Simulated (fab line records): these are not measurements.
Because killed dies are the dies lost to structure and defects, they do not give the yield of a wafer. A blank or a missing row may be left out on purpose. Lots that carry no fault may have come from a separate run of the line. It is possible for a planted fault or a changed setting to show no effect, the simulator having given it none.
Matching of chambers | flow nand-harc | rie-si-05 running NHARC_P_GATE_ETCH_32: 4 sister chambers
The step etches the open film in HBr/Cl2, target depth 150 nm, time 100.1 s. 8 wafers are shown with their chamber, then 7 later ones without.

== WAFERS WITH THEIR CHAMBER ==
wafer  | chamber | drypump-motor-current-A (A) | oes-product-au (a.u.)
L081.2 | 0       | 5.4                         | 1.006
L081.4 | 1       | 5.8                         | 1.008
L081.6 | 3       | 5.0                         | 1.022
L084.1 | 2       | 5.1                         | 1.000
L084.3 | 3       | 5.0                         | 1.014
L084.4 | 0       | 5.5                         | 1.008
L086.2 | 2       | 5.1                         | 1.009
L086.3 | 1       | 5.8                         | 1.000

== WAFERS WITHOUT THEIR CHAMBER ==
wafer  | drypump-motor-current-A (A) | oes-product-au (a.u.)
L086.5 | 5.0                         | 1.011
L091.3 | 5.8                         | 1.006
L091.4 | 5.1                         | 1.004
L091.5 | 5.5                         | 0.996
L092.3 | 5.5                         | 0.990
L092.5 | 5.0                         | 1.003
L092.6 | 5.8                         | 1.001

== THE CHAMBER EACH PASSED THROUGH ==
wafer  | from the rows above     | in truth
L086.5 | can't be placed: 3 or 2 | 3
L091.3 | 1                       | 1
L091.4 | 2                       | 2
L091.5 | 0                       | 0
L092.3 | 0                       | 0
L092.5 | can't be placed: 2 or 3 | 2
L092.6 | 1                       | 1
Correctly placed: 5 of 7. These rows do not allow placing 2 (true chamber among the candidates in 2). Number placed wrongly: 0.
How it was worked out, from the rows above alone: a wafer's distance from a chamber is the root of the sum, over the readings, of the square of ((its reading less the chamber's mean) divided by the reading's scatter). The wafer belongs to the nearest chamber; if the next one is less than 2 further off, it can't be placed. Each chamber's mean is taken over the wafers shown for it. The scatter: take each reading less its chamber's mean, square it, sum over the shown wafers, divide by the number of wafers less the number of chambers, and take the root.
